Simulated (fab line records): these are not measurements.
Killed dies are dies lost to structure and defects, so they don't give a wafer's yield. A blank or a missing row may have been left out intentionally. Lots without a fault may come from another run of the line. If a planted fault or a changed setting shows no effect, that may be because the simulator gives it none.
fab line records    flow n5Finfet    part 2 of 2: steps 6 to 6 of 6
record lots=9  wafers=27  lastDay=17
route steps=1938 shown HKMG_FIN@401 BEOL_M4@1111 PASSIVATION@1936
lots with no fault: from the same line, run without faults
startH: hours from the record's opening day to when the first of the lot's shown wafers began    waitH: time in hours since the lot's previous step    " the same as in the row above    L1.1+2: a row that stands for several wafers    - no value, or no start was given    * or withheld: withheld    < > ~ a bound
route shown NAME@n: a module of which the file shows steps, and the number in the route of the first    usual: mean and standard deviation over wafers with no fault    same: alike in all rows    chamber/n: place in a boat    sites: per-site readings    _std_site: how widely they spread, as a standard deviation    _edge_site: the outer-site mean with the inner-site mean subtracted    radiusMm: for every site, how far away it sits from the centre of the wafer    mask NAME#n: copy n    behind: the most recent tool/chamber to have shaped the wafer    hold: the reason the lot was held/the length of the hold in hours/how it ended    device: which transistor (n, p or np) failed to switch    end of line: the tests these same wafers got at the end of their route    a step given without rows: its recipe and nothing more    killed: the dies lost at the first sort to structure and to defects; this is not the yield of the wafer    map: a wafer's dies, marking killed ones x, the rest . and places with no die _
set.NAME: the setting that was run; set.NAME@STEP: the one run at that earlier step    model.NAME: the simulator's own value behind a step, which no gauge read
the route's steps for a sample of lots (tables are steps, rows are wafers)
services: the hour from which a tool's chamber was out of use, counted from the record's first day as startH (under 0 if before that day), plus the number of hours and why
## steps
# step N5_PASSIVATION_PROBE_49
# usual defectLimitedYield=91.3/1.5  killed_at_M0_to_M3=34/9.4  killed_at_M4_up=13/5.3  killedAtContacts=13/5.7  killedAtFrontEnd=40/10  killedAtOther=3.7/2.8  killedDies=103/17  killedOpen=67/13  killedShort=35/8.5  sort_bin_4_leakage=0.00/0.016  sort_bin_5_function=5.0/0.98  sort_bin_6_memory=3.3/0.7  sort_bin_8_speed=0.00/0.007  sortNPass=1077/17  sortYieldPct=91.3/1.5
# same grossDies=1180  killedAtBackSide=0
lot.wafer  tool       chamber  startH  waitH  defectLimitedYield[%]  killed_at_M0_to_M3  killed_at_M4_up  killedAtContacts  killedAtFrontEnd  killedAtOther  killedDies  killedOpen  killedShort  sort_bin_4_leakage[%]  sort_bin_5_function[%]  sort_bin_6_memory[%]  sort_bin_8_speed[%]  sortNPass  sortYieldPct[%]
L408.2     prober-02  -        285.28  0.1    87.9                   46                  13               20                55                9              143         97          45           0                      7.0                     4.7                   0                    1037       87.9
L408.5     prober-02  -        285.43  0.2    88.6                   56                  12               17                47                2              134         87          46           0                      7.5                     3.3                   0                    1046       88.6
L408.6     prober-02  -        285.48  0.3    89.7                   40                  15               23                39                5              122         75          47           0                      6.1                     3.7                   0                    1058       89.7
L410.1     prober-01  -        289.51  0.0    90.9                   43                  9                21                30                4              107         68          33           0                      5.2                     3.3                   70.59                240        20.3
L410.2     prober-01  -        289.56  0.1    91.4                   36                  7                12                43                3              101         66          34           0                      4.8                     3.1                   78.39                154        13.1
L410.5     prober-01  -        289.71  0.2    91.9                   37                  11               7                 37                4              96          56          36           0                      4.2                     3.2                   0                    1084       91.9
L409.1     prober-02  -        289.91  0.0    91.3                   40                  9                7                 38                9              103         67          35           0                      5.1                     3.4                   0                    1077       91.3
L409.2     prober-02  -        289.96  0.1    90.0                   31                  14               15                51                7              118         69          47           0                      6.0                     3.1                   0                    1062       90.0
L409.4     prober-02  -        290.06  0.2    92.2                   23                  14               8                 40                7              92          61          31           0                      3.7                     3.7                   0                    1088       92.2
L411.2     prober-01  -        307.64  0.1    89.0                   31                  16               22                56                5              130         90          40           0                      6.1                     4.7                   82.71                74         6.3
L411.3     prober-01  -        307.69  0.1    92.5                   31                  14               12                23                8              88          60          26           0                      4.8                     2.3                   0                    1092       92.5
L411.4     prober-01  -        307.74  0.2    89.9                   40                  8                9                 59                3              119         80          37           0                      5.0                     4.1                   0                    1061       89.9
L413.1     prober-01  -        316.04  0.0    91.2                   18                  14               9                 60                3              104         66          37           0                      4.8                     3.5                   91.10                1          0.1
L413.3     prober-01  -        316.14  0.1    91.9                   27                  30               12                22                4              95          69          22           0                      4.6                     3.2                   0                    1085       91.9
L413.6     prober-01  -        316.29  0.3    89.6                   36                  12               14                55                6              123         71          50           0                      5.5                     4.6                   0                    1057       89.6
L424.4     prober-02  -        369.93  0.2    94.0                   28                  6                12                21                4              71          49          22           0                      3.6                     2.2                   0                    1109       94.0
L424.5     prober-02  -        369.98  0.2    90.7                   34                  14               11                45                6              110         77          32           0                      5.9                     3.1                   0                    1070       90.7
L424.6     prober-02  -        370.03  0.3    92.9                   29                  2                8                 41                4              84          47          36           0                      4.3                     2.5                   0                    1096       92.9
L427.1     prober-01  -        392.89  0.0    89.2                   28                  11               19                65                5              128         87          34           0                      5.9                     4.1                   0                    1052       89.2
L427.2     prober-01  -        392.94  0.1    91.8                   27                  13               11                43                3              97          65          31           0                      4.2                     3.5                   0                    1083       91.8
L427.6     prober-01  -        393.14  0.3    92.5                   18                  3                13                51                3              88          57          31           0                      5.0                     2.4                   0                    1092       92.5
L426.1     prober-01  -        397.51  0.0    90.1                   53                  9                14                40                1              117         71          46           0.17                   5.7                     3.6                   0                    1061       89.9
L426.4     prober-01  -        397.66  0.2    90.6                   32                  9                28                40                2              111         75          35           0                      5.6                     3.3                   0                    1069       90.6
L426.5     prober-01  -        397.71  0.2    90.9                   33                  10               12                51                1              107         69          38           0                      5.8                     2.5                   0                    1073       90.9
L428.1     prober-01  -        402.83  0.0    91.6                   20                  10               12                56                1              99          65          33           0                      3.4                     4.9                   0                    1081       91.6
L428.3     prober-01  -        402.93  0.1    88.1                   37                  23               16                60                4              140         88          51           0                      7.7                     3.7                   0                    1040       88.1
L428.5     prober-01  -        403.03  0.2    91.3                   25                  16               9                 50                3              103         64          38           0                      4.5                     3.6                   0                    1077       91.3
# killed by level:class
L408.2 MOL_CONTACT_COAG:geometricParticle:open=17 FIN_SAQP:geometricParticle:open=16 BEOL_M3:geometricParticle:open=11 FIN_SAQP:geometricParticle:short=10 BEOL_M0_SAQP:geometricParticle:short=10 STI_FIN_REVEAL:geometricParticle:open=9 BEOL_M0_SAQP:geometricParticle:open=9 BEOL_M1:geometricParticle:open=8
L408.5 BEOL_M3:geometricParticle:open=19 FIN_SAQP:geometricParticle:short=13 MOL_CONTACT_COAG:geometricParticle:open=13 FIN_SAQP:geometricParticle:open=12 BEOL_M0_SAQP:geometricParticle:short=9 BEOL_M0_SAQP:geometricParticle:open=7 BEOL_M1:geometricParticle:open=7 BEOL_M3:geometricParticle:short=6
L408.6 MOL_CONTACT_COAG:geometricParticle:open=18 BEOL_M3:geometricParticle:open=12 FIN_SAQP:geometricParticle:open=11 BEOL_M0_SAQP:geometricParticle:short=11 FIN_SAQP:geometricParticle:short=10 BEOL_M0_SAQP:geometricParticle:open=7 BEOL_M1:geometricParticle:open=6 MOL_CONTACT_COAG:geometricParticle:short=5
L410.1 MOL_CONTACT_COAG:geometricParticle:open=18 BEOL_M0_SAQP:geometricParticle:open=11 BEOL_M0_SAQP:geometricParticle:short=9 STI_FIN_REVEAL:geometricParticle:open=9 FIN_SAQP:geometricParticle:short=7 BEOL_M0:geometricParticle:open=6 BEOL_M2:geometricParticle:open=5 BEOL_M3:geometricParticle:open=5
L410.2 STI_FIN_REVEAL:geometricParticle:open=10 MOL_CONTACT_COAG:geometricParticle:open=10 BEOL_M2:geometricParticle:open=9 BEOL_M3:geometricParticle:open=9 FIN_SAQP:geometricParticle:short=7 FIN_SAQP:geometricParticle:open=5 GATE_CUT:geometricParticle:short=5 STI_FIN_REVEAL:geometricParticle:short=5
L410.5 STI_FIN_REVEAL:geometricParticle:open=12 FIN_SAQP:geometricParticle:short=10 BEOL_M0_SAQP:geometricParticle:short=8 FIN_SAQP:geometricParticle:open=7 MOL_CONTACT_COAG:geometricParticle:open=7 BEOL_M2:geometricParticle:open=7 BEOL_M0_SAQP:geometricParticle:open=6 BEOL_M3:geometricParticle:open=5
L409.1 FIN_SAQP:geometricParticle:open=16 BEOL_M0_SAQP:geometricParticle:open=10 BEOL_M2:geometricParticle:open=9 FIN_SAQP:geometricParticle:short=7 BEOL_M2:geometricParticle:short=7 BEOL_M1:geometricParticle:open=6 MOL_CONTACT_COAG:geometricParticle:open=5 BEOL_M0_SAQP:geometricParticle:short=5
L409.2 FIN_SAQP:geometricParticle:open=12 BEOL_M0_SAQP:geometricParticle:open=12 FIN_SAQP:geometricParticle:short=11 BEOL_M0_SAQP:geometricParticle:short=11 MOL_CONTACT_COAG:geometricParticle:open=10 BEOL_M4:geometricParticle:open=9 STI_FIN_REVEAL:geometricParticle:open=7 MOL_CONTACT_COAG:geometricParticle:short=5
L409.4 FIN_SAQP:geometricParticle:open=15 BEOL_M0_SAQP:geometricParticle:open=10 MOL_CONTACT_COAG:geometricParticle:open=8 BEOL_M0_SAQP:geometricParticle:short=6 BEOL_M4:geometricParticle:open=5 FIN_SAQP:geometricParticle:short=4 BEOL_M5:geometricParticle:open=4 STI_FIN_REVEAL:geometricParticle:open=4
L411.2 MOL_CONTACT_COAG:geometricParticle:open=17 FIN_SAQP:geometricParticle:open=11 STI_FIN_REVEAL:geometricParticle:open=10 BEOL_M1:geometricParticle:open=10 FIN_SAQP:geometricParticle:short=8 BEOL_M4:geometricParticle:open=8 GATE_CUT:geometricParticle:short=6 DUMMY_GATE:geometricParticle:open=5
L411.3 MOL_CONTACT_COAG:geometricParticle:open=10 FIN_SAQP:geometricParticle:open=6 BEOL_M2:geometricParticle:open=6 BEOL_M1:geometricParticle:open=5 BEOL_M0_SAQP:geometricParticle:open=5 BEOL_M0_SAQP:geometricParticle:short=4 BEOL_M4:geometricParticle:open=4 STI_FIN_REVEAL:geometricParticle:open=3
L411.4 STI_FIN_REVEAL:geometricParticle:open=16 FIN_SAQP:geometricParticle:open=15 FIN_SAQP:geometricParticle:short=11 MOL_CONTACT_COAG:geometricParticle:open=9 BEOL_M1:geometricParticle:open=9 BEOL_M1:geometricParticle:short=7 BEOL_M0_SAQP:geometricParticle:open=6 BEOL_M3:geometricParticle:open=6
L413.1 FIN_SAQP:geometricParticle:short=13 FIN_SAQP:geometricParticle:open=10 STI_FIN_REVEAL:geometricParticle:open=7 ILD0:geometricParticle:open=7 MOL_CONTACT_COAG:geometricParticle:open=7 BEOL_M4:geometricParticle:open=6 STARTING-WAFER:geometricParticle:open=6 BEOL_M3:geometricParticle:open=5
L413.3 BEOL_M4:geometricParticle:open=14 MOL_CONTACT_COAG:geometricParticle:open=10 BEOL_M1:geometricParticle:open=7 BEOL_M2:geometricParticle:open=6 FIN_SAQP:geometricParticle:short=5 BEOL_M3:geometricParticle:open=5 STI_FIN_REVEAL:geometricParticle:open=4 BEOL_M0:geometricParticle:open=4
L413.6 FIN_SAQP:geometricParticle:short=24 FIN_SAQP:geometricParticle:open=13 MOL_CONTACT_COAG:geometricParticle:open=11 BEOL_M3:geometricParticle:open=10 BEOL_M0_SAQP:geometricParticle:short=6 BEOL_M0_SAQP:geometricParticle:open=5 DUMMY_GATE:geometricParticle:open=5 BEOL_M1:geometricParticle:open=5
L424.4 MOL_CONTACT_COAG:geometricParticle:open=10 BEOL_M3:geometricParticle:open=8 BEOL_M2:geometricParticle:open=5 DUMMY_GATE:geometricParticle:open=4 BEOL_M0_SAQP:geometricParticle:short=4 STI_FIN_REVEAL:geometricParticle:open=3 DUMMY_GATE:geometricParticle:short=3 BEOL_M0_SAQP:geometricParticle:open=3
L424.5 STI_FIN_REVEAL:geometricParticle:open=15 BEOL_M2:geometricParticle:open=9 MOL_CONTACT_COAG:geometricParticle:open=8 FIN_SAQP:geometricParticle:open=7 BEOL_M4:geometricParticle:short=5 BEOL_M0_SAQP:geometricParticle:open=5 BEOL_M1:geometricParticle:open=5 GATE_CUT:geometricParticle:open=4
L424.6 FIN_SAQP:geometricParticle:open=7 MOL_CONTACT_COAG:geometricParticle:open=7 STI_FIN_REVEAL:geometricParticle:open=7 BEOL_M0_SAQP:geometricParticle:short=7 BEOL_M3:geometricParticle:open=6 BEOL_M3:geometricParticle:short=6 STARTING-WAFER:geometricParticle:short=6 FIN_SAQP:geometricParticle:short=4
L427.1 MOL_CONTACT_COAG:geometricParticle:open=16 STI_FIN_REVEAL:geometricParticle:open=15 BEOL_M1:geometricParticle:open=12 FIN_SAQP:geometricParticle:open=9 FIN_SAQP:geometricParticle:short=8 HKMG_FIN:areaEtch=6 GATE_CUT:geometricParticle:short=5 BEOL_M3:geometricParticle:open=5
L427.2 FIN_SAQP:geometricParticle:open=13 BEOL_M3:geometricParticle:open=9 MOL_CONTACT_COAG:geometricParticle:open=8 STI_FIN_REVEAL:geometricParticle:open=7 FIN_SAQP:geometricParticle:short=5 BEOL_M0_SAQP:geometricParticle:open=4 BEOL_M1:geometricParticle:open=4 BEOL_M2:geometricParticle:open=4
L427.6 FIN_SAQP:geometricParticle:open=13 MOL_CONTACT_COAG:geometricParticle:open=11 FIN_SAQP:geometricParticle:short=10 GATE_CUT:geometricParticle:short=6 BEOL_M2:geometricParticle:open=6 BEOL_M3:geometricParticle:open=6 DUMMY_GATE:geometricParticle:open=4 STI_FIN_REVEAL:geometricParticle:open=3
L426.1 BEOL_M0_SAQP:geometricParticle:open=23 BEOL_M0_SAQP:geometricParticle:short=16 FIN_SAQP:geometricParticle:open=11 MOL_CONTACT_COAG:geometricParticle:open=11 FIN_SAQP:geometricParticle:short=9 BEOL_M3:geometricParticle:open=7 STI_FIN_REVEAL:geometricParticle:open=5 BEOL_M4:geometricParticle:open=5
L426.4 MOL_CONTACT_COAG:geometricParticle:open=24 FIN_SAQP:geometricParticle:open=20 BEOL_M0_SAQP:geometricParticle:open=10 FIN_SAQP:geometricParticle:short=9 BEOL_M0_SAQP:geometricParticle:short=7 BEOL_M2:geometricParticle:open=6 MOL_CONTACT_COAG:geometricParticle:short=4 BEOL_M0:geometricParticle:short=4
L426.5 FIN_SAQP:geometricParticle:open=13 BEOL_M3:geometricParticle:open=11 FIN_SAQP:geometricParticle:short=10 MOL_CONTACT_COAG:geometricParticle:open=9 BEOL_M0_SAQP:geometricParticle:open=8 BEOL_M0_SAQP:geometricParticle:short=5 STI_FIN_REVEAL:geometricParticle:open=4 DUMMY_GATE:geometricParticle:open=4
L428.1 FIN_SAQP:geometricParticle:short=14 FIN_SAQP:geometricParticle:open=10 MOL_CONTACT_COAG:geometricParticle:open=10 GATE_CUT:geometricParticle:open=8 BEOL_M3:geometricParticle:open=7 STI_FIN_REVEAL:geometricParticle:open=5 BEOL_M2:geometricParticle:open=5 BEOL_M4:geometricParticle:open=5
L428.3 BEOL_M2:geometricParticle:open=20 FIN_SAQP:geometricParticle:short=15 MOL_CONTACT_COAG:geometricParticle:open=13 BEOL_M4:geometricParticle:open=10 STI_FIN_REVEAL:geometricParticle:open=8 GATE_CUT:geometricParticle:short=8 GATE_CUT:geometricParticle:open=8 FIN_SAQP:geometricParticle:open=4
L428.5 FIN_SAQP:geometricParticle:short=11 DUMMY_GATE:geometricParticle:open=9 BEOL_M2:geometricParticle:open=8 BEOL_M4:geometricParticle:open=7 MOL_CONTACT_COAG:geometricParticle:open=7 BEOL_M1:geometricParticle:open=7 GATE_CUT:geometricParticle:short=6 GATE_CUT:geometricParticle:open=5
## services
tool         chamber  startH  hours  kind
rieDiel-01   3        68.92   12.7   repair
aldMetal-04  -        73.82   0.7    repair
aldMetal-02  -        79.97   8.7    pm
rieDiel-06   -        89.79   0.7    repair
aldMetal-04  -        106.59  1.0    repair
rieDiel-03   3        115.55  -      clean
rieDiel-03   3        115.55  -      consumableReplace:focusRing
rieDiel-03   3        115.55  23.0   scheduledDown
rieDiel-03   3        115.55  23.0   ventCycle
aldMetal-02  2        136.13  25.2   repair
rieDiel-03   2        140.46  3.9    repair
rieDiel-01   1        146.78  -      clean
rieDiel-01   1        146.78  -      consumableReplace:focusRing
rieDiel-01   1        146.78  13.0   scheduledDown
rieDiel-01   1        146.78  13.0   ventCycle
rieDiel-03   0        187.82  10.9   repair
rieDiel-06   0        188.36  17.2   repair
aldMetal-04  -        197.73  8.7    pm
rieDiel-03   1        213.27  14.2   repair
## key
firstSign step=N5_HKMG_FIN_PWFM_ALD_03  reading=aldCycles  direction=down  sigmas=99+  usual=*  struck=*
effect step=N5_BEOL_M4_RC_MEAS_101  reading=VT_P_LVT  direction=down  sigmas=12  usual=-98.3  struck=-130.0
effect step=N5_BEOL_M4_RC_MEAS_101  reading=VT_P_LONG  direction=down  sigmas=9.5  usual=-276  struck=-305
effect step=N5_BEOL_M4_RC_MEAS_101  reading=VT_P  direction=down  sigmas=9.1  usual=-250  struck=-281
effect step=N5_BEOL_M4_RC_MEAS_101  reading=ION_P  direction=down  sigmas=5.4  usual=462  struck=420
effect step=N5_BEOL_M4_RC_MEAS_101  reading=IOFF_P_LONG  direction=down  sigmas=5  usual=0.000107  struck=5.7e-05
effect step=N5_BEOL_M4_RC_MEAS_101  reading=IOFF_P_LIN  direction=down  sigmas=4.9  usual=0.101  struck=0.034
effect step=N5_BEOL_M4_RC_MEAS_101  reading=IOFF_P_85C  direction=down  sigmas=4.3  usual=3.7  struck=1.5
effect step=N5_BEOL_M4_RC_MEAS_101  reading=IOFF_P  direction=down  sigmas=3.9  usual=0.21  struck=0.07
effect step=N5_PASSIVATION_PROBE_49  reading=sort_bin_8_speed  direction=up  sigmas=99+  usual=0.00  struck=80.70
metAt N5_HKMG_FIN_PWFM_ALD_03
struckLots L410,L411,L413
struckWafers L410.1,L410.2,L411.2,L413.1
notActingAt N5_HKMG_FIN_DESCUM_53,N5_HKMG_FIN_OVL_MEAS_13,N5_HKMG_FIN_DESCUM_17
onsetBetween 97.00 102.00
fault kind=processParameterDrift  tool=aldMetal-01  chamber=-  onsetH=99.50  steps=N5_HKMG_FIN_PWFM_ALD_03  channel=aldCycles  offset=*  shape=step  endH=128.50  scope=struckWafersOnly  actsIn=*  stated=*
